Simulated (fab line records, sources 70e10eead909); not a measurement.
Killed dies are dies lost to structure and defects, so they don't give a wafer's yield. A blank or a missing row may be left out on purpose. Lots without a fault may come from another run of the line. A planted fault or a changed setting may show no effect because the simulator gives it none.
A struck lot beside a sound one | flow nand_harc | 28 steps out of a route of 1302
Sound: wafers L619.1, L619.2, L619.6. Struck: wafers L627.2, L627.3, L627.5. The cause comes at the end.
At each step with rows: each side's tool, then ch and its chambers, then its first start. Under that, the readings that differ: sound wafers | struck wafers | difference of the means | sigmas: that difference in standard deviations of wafers without a fault.
alike: readings whose means differ by less than 2 such deviations, and words and numbers that are the same on both sides. not compared: withheld readings, readings that some wafer has no value for, bounds like >300 that may hide the same value, and numbers for which the record gives no deviation and whose values overlap.
The two part at a step that has a row with sigmas, a row that says differs or no value, or rows on one side only. Numbers that don't overlap but have no deviation are shown without sigmas and don't part them. A reading that every wafer of one side lacks parts them only if that side has two wafers or more.

NHARC_A_CHANNEL_HOLE_D1_CD_MEAS_10: target cd 100 nm.
  sound on cd_sem-02 ch 0, day 12 11:58; struck on cd_sem-03 ch 0, day 16 00:41
  alike: cd_nm
NHARC_A_CHANNEL_HOLE_D1_OVL_MEAS_11:
  sound on overlay-02, day 12 12:04; struck on overlay-02, day 16 00:46
  alike: overlay_x_nm, overlay_y_nm
NHARC_A_CHANNEL_HOLE_D1_INSPECT_12:
  sound on defect_inspect-02, day 12 12:06; struck on defect_inspect-01, day 16 00:48
  alike: raw_defect_count
NHARC_A_CHANNEL_HOLE_D1_DESCUM_15: chemistry O2, time 3 s.
  sound on rie_diel-10 ch 1,2,3, day 12 12:10; struck on rie_diel-09 ch 1,2,3, day 16 00:52
  alike: drypump_motor_current_A, o2_flow_sccm, oes_product_au, rf_vpp_V, showerhead_plenum_p_Torr, throttle_valve_pct
  not compared: rf_hours_counter_h
then, 3 steps without rows for these wafers: NHARC_A_CHANNEL_HOLE_D1_ETCH_38 (etches the open film in CF4, target depth 39 nm, time 65 s); NHARC_A_CHANNEL_HOLE_D1_ETCH_39 (etches the open film in N2/H2, target depth 260 nm, time 325 s); NHARC_A_CHANNEL_HOLE_D1_ETCH_34 (etches the open film in CF4/CHF3, target depth 154 nm, time 77 s).
NHARC_A_CHANNEL_HOLE_D1_ETCH_16: etches the open film in O2/COS, target depth 3100 nm, time 806 s.
  sound on rie_diel-10 ch 1,3; struck on rie_diel-09 ch 1,2
  alike: drypump_motor_current_A, o2_flow_sccm, oes_product_au, rf_vpp_V, showerhead_plenum_p_Torr, throttle_valve_pct
  not compared: rf_hours_counter_h
NHARC_A_CHANNEL_HOLE_D1_CD_MEAS_18:
  sound on cd_sem-03, day 12 13:16; struck on cd_sem-01, day 16 01:58
  alike: cd_nm
then, 2 steps without rows for these wafers: NHARC_A_CHANNEL_HOLE_D1_ETCH_19 (etches the open film in C4F8/O2/Ar, time 34.5 s); NHARC_A_CHANNEL_HOLE_D1_ETCH_20 (etches the open film in C4F8/O2/Ar, time 361.9 s, target depth 1600 nm).
NHARC_A_CHANNEL_HOLE_D1_ETCH_21: etches the open film in C4F8/O2/Ar, time 514.3 s, target depth 1600 nm.
  sound on har_etch-01 ch 0,1, day 12 19:55; struck on har_etch-02 ch 0, day 16 02:36
  reading                     | sound       | struck      | difference | sigmas
  drypump_motor_current_A (A) | 6.3 6.6 6.4 | 5.6 5.6 5.6 | -0.8       | -2
  alike: o2_flow_sccm, showerhead_plenum_p_Torr, temp_c, throttle_valve_pct
  not compared: rf_hours_counter_h
NHARC_A_CHANNEL_HOLE_D1_ETCH_22: etches the open film in C4F8/O2/Ar, time 666.7 s, target depth 1600 nm.
  sound on har_etch-01 ch 0,1, day 12 20:21; struck on har_etch-02 ch 0, day 16 03:02
  reading                     | sound       | struck      | difference | sigmas
  drypump_motor_current_A (A) | 6.4 6.5 6.4 | 5.6 5.6 5.6 | -0.8       | -2
  alike: o2_flow_sccm, showerhead_plenum_p_Torr, temp_c, throttle_valve_pct
  not compared: rf_hours_counter_h
then, 1 step without rows for these wafers: NHARC_A_CHANNEL_HOLE_D1_ETCH_23 (etches the open film in C4F8/O2/Ar, time 819 s, target depth 1600 nm).
NHARC_A_CHANNEL_HOLE_D1_ETCH_24: etches the open film in C4F8/O2/Ar, time 906.2 s, target depth 1500 nm.
  sound on har_etch-01 ch 0,1, day 12 21:37; struck on har_etch-02 ch 0, day 16 04:18
  reading                     | sound       | struck      | difference | sigmas
  drypump_motor_current_A (A) | 6.3 6.5 6.4 | 5.6 5.6 5.6 | -0.8       | -2
  alike: o2_flow_sccm, showerhead_plenum_p_Torr, temp_c, throttle_valve_pct
  not compared: rf_hours_counter_h
then, 2 steps without rows for these wafers: NHARC_A_CHANNEL_HOLE_D1_ETCH_25 (etches the open film in C4F8/O2/Ar, time 1040.2 s, target depth 1500 nm); NHARC_A_CHANNEL_HOLE_D1_ETCH_26 (etches the open film in C4F8/O2/Ar, time 224.1 s, target depth 300 nm).
NHARC_A_CHANNEL_HOLE_D1_ETCH_33: etches the open film in C4F8/O2/Ar, time 90 s, target depth 400 nm.
  sound on har_etch-01 ch 0,1, day 12 23:27; struck on har_etch-02 ch 0, day 16 06:09
  reading                     | sound       | struck      | difference | sigmas
  drypump_motor_current_A (A) | 6.4 6.5 6.4 | 5.6 5.6 5.5 | -0.9       | -2
  alike: o2_flow_sccm, showerhead_plenum_p_Torr, temp_c, throttle_valve_pct
  not compared: rf_hours_counter_h
then, 7 steps without rows for these wafers: NHARC_A_CHANNEL_HOLE_D1_STRIP_41 (strips in N2/H2); NHARC_A_CHANNEL_HOLE_D1_STRIP_42 (strips in CF4/CHF3); NHARC_A_CHANNEL_HOLE_D1_STRIP_43 (strips in O2/COS); NHARC_A_CHANNEL_HOLE_D1_ETCH_44 (etches the open film in CF4/O2, target depth 140 nm, overetch 14 nm, time 77 s); NHARC_A_CHANNEL_HOLE_D1_STRIP_27 (strips in O2); NHARC_A_CHANNEL_HOLE_D1_PRECLEAN_28 (cleans in SC1); NHARC_A_CHANNEL_HOLE_D1_SRD_29.
NHARC_A_CHANNEL_HOLE_D1_CD_MEAS_30:
  sound on cd_sem-02, day 13 00:59; struck on cd_sem-02, day 16 07:42
  alike: cd_nm
NHARC_A_CHANNEL_HOLE_D1_XSEM_31:
  sound on xsem-02 ch 0, day 13 01:05; struck on xsem-02 ch 0
  reading        | sound          | struck         | difference                    | sigmas
  bot_cd_nm (nm) | 75.4 71.5 72.6 | 74.7 79.2 76.0 | +3.5                          | +2
  bow_nm (nm)    | 8.80 8.84 8.81 | - - -          | no value on the struck wafers |
  alike: tilt_deg
then, 1 step without rows for these wafers: NHARC_END_SORT_01.

WHERE THEY PART
First at NHARC_A_CHANNEL_HOLE_D1_ETCH_21; last, within this record, at NHARC_A_CHANNEL_HOLE_D1_XSEM_31.

WHY: what the simulator had put in
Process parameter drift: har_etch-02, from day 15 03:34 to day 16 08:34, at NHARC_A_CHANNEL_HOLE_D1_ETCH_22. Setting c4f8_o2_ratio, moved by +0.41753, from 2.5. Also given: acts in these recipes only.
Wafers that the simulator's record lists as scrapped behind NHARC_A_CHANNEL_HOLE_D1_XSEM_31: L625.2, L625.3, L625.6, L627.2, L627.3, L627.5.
